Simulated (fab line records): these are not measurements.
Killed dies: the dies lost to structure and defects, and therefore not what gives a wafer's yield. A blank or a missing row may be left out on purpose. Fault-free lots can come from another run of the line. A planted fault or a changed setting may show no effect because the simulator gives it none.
Chamber matching	flow n5-finfet	cmp-02 running N5_BEOL_M10_CMP_52: 4 sister chambers
The step polishes, stops on SiCOH lowk, t overpolish 7 s, target thk 140 nm. 16 wafers are shown with their chamber, then 8 later ones without.

## WAFERS, EACH WITH ITS CHAMBER
wafer	chamber	overpolish-run-s (s)	motor-current-A (A)	barrier-field-endpoint-s (s)
L264.2	1	6.984	5.6	28.7
L264.3	0	7.014	6.0	28.9
L264.4	3	6.990	5.9	29.8
L266.1	2	6.996	5.7	28.2
L266.2	1	6.985	5.8	29.8
L266.4	3	6.988	6.2	29.1
L267.1	0	7.007	5.9	28.3
L267.2	3	7.000	5.9	28.8
L267.4	2	6.996	5.7	27.4
L280.1	3	6.995	6.4	28.3
L280.3	2	7.011	5.4	27.9
L280.6	0	7.012	5.8	29.1
L279.3	1	6.994	5.6	28.9
L279.4	0	7.024	6.0	29.6
L279.5	1	6.993	6.0	28.9
L278.1	3	7.011	6.2	28.8

SIGNATURES (averages over the wafers above)
reading	chamber 0	chamber 1	chamber 2	chamber 3	scatter within a chamber
overpolish-run-s	7.01425	6.98900	7.00100	6.99680	0.00777
motor-current-A	5.925	5.750	5.600	6.120	0.179
barrier-field-endpoint-s	28.975	29.075	27.833	28.960	0.511
Rule: for each reading, subtract the chamber's mean from the wafer's reading, divide by that reading's scatter and square the result; add these up over the readings and take the root, which gives the wafer's distance from the chamber. The wafer belongs to the nearest chamber; if the next one is less than 2 further off, it can't be placed. The scatter: take each reading less its chamber's mean, square it, sum over the shown wafers, divide by the number of wafers less the number of chambers, and take the root.

## WAFERS MISSING THEIR CHAMBER
wafer	overpolish-run-s (s)	motor-current-A (A)	barrier-field-endpoint-s (s)
L278.2	6.999	5.8	29.9
L278.4	7.022	5.6	29.4
L284.3	6.987	6.0	28.7
L284.4	7.006	5.4	28.6
L284.5	7.001	5.4	28.7
L285.1	7.006	5.8	28.1
L285.3	7.003	5.9	28.8
L285.6	6.999	5.8	29.5

## CHAMBER TAKEN BY EACH
wafer	from the rows above	in truth
L278.2	can't be placed: 1 or 3 or 0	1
L278.4	can't be placed: 0 or 2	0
L284.3	can't be placed: 3 or 1 or 2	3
L284.4	can't be placed: 2 or 1 or 0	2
L284.5	can't be placed: 2 or 1 or 0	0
L285.1	can't be placed: 2 or 0 or 3 or 1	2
L285.3	can't be placed: 0 or 3 or 1 or 2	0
L285.6	can't be placed: 1 or 3 or 0 or 2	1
0 of 8 placed correctly. From these rows, 8 cannot be placed; in 8 the true chamber is one of the candidates. Number placed wrongly: 0.
